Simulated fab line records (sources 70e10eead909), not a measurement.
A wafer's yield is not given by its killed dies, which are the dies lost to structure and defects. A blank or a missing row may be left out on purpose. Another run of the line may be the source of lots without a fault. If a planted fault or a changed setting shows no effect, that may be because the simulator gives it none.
Matching of chambers -- flow nand_harc -- 4 sister chambers for NHARC_A_DECK1_JOINT_CMP_02 on cmp-03
The step polishes SiOx. 18 wafers are shown with their chamber, then 9 later ones without.

## EACH WAFER AND ITS CHAMBER
wafer,chamber,motor_current_A (A),slurry_filter_dp_kPa (kPa)
L074.2,2,10.6,13.53
L074.3,3,12.7,13.58
L074.5,1,12.8,13.67
L075.1,3,12.4,13.59
L075.2,2,10.7,13.64
L075.4,0,12.1,13.69
L076.1,0,12.0,13.76
L076.2,3,12.5,13.64
L076.6,0,11.5,13.41
L080.2,0,12.2,13.54
L080.3,3,12.6,13.52
L080.5,2,10.9,13.62
L083.2,0,12.2,13.38
L083.5,0,11.7,13.48
L083.6,1,13.2,13.32
L088.3,1,12.7,13.19
L088.5,0,11.4,13.51
L088.6,1,12.7,13.58

SIGNATURES (averages over the wafers above)
reading,chamber 0,chamber 1,chamber 2,chamber 3,scatter within a chamber
motor_current_A,11.871,12.850,10.733,12.550,0.259
slurry_filter_dp_kPa,13.5386,13.4400,13.5967,13.5825,0.142
Rule: distance of a wafer from a chamber = root of the sum over the readings of ((wafer's reading minus chamber's mean) / reading's scatter) squared. If the next closest chamber is less than 2 further off than the closest, the wafer can't be placed; otherwise it belongs to the closest. How the scatter is found: for the shown wafers, subtract from each reading the mean of its chamber, square and add these, divide the total by (wafers less chambers), then take the root.

## WAFERS WITH NO CHAMBER GIVEN
wafer,motor_current_A (A),slurry_filter_dp_kPa (kPa)
L091.1,13.0,13.48
L091.2,12.2,13.59
L091.3,10.9,13.85
L093.1,11.0,13.30
L093.3,13.2,13.70
L093.4,11.5,13.52
L096.2,11.6,13.69
L096.3,11.2,13.48
L096.6,12.3,13.71

## WHICH CHAMBER EACH WENT THROUGH
wafer,from the rows above,in truth
L091.1,can't be placed: 1 or 3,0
L091.2,can't be placed: 0 or 3 or 1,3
L091.3,2,2
L093.1,can't be placed: 2 or 0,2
L093.3,can't be placed: 1 or 3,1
L093.4,can't be placed: 0 or 2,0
L096.2,can't be placed: 0 or 2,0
L096.3,can't be placed: 2 or 0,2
L096.6,can't be placed: 3 or 0 or 1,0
Placed correctly: 1 of 9. Cannot be placed on the basis of these rows: 8; the candidates contain the true chamber in 7. Placed wrongly: 0.
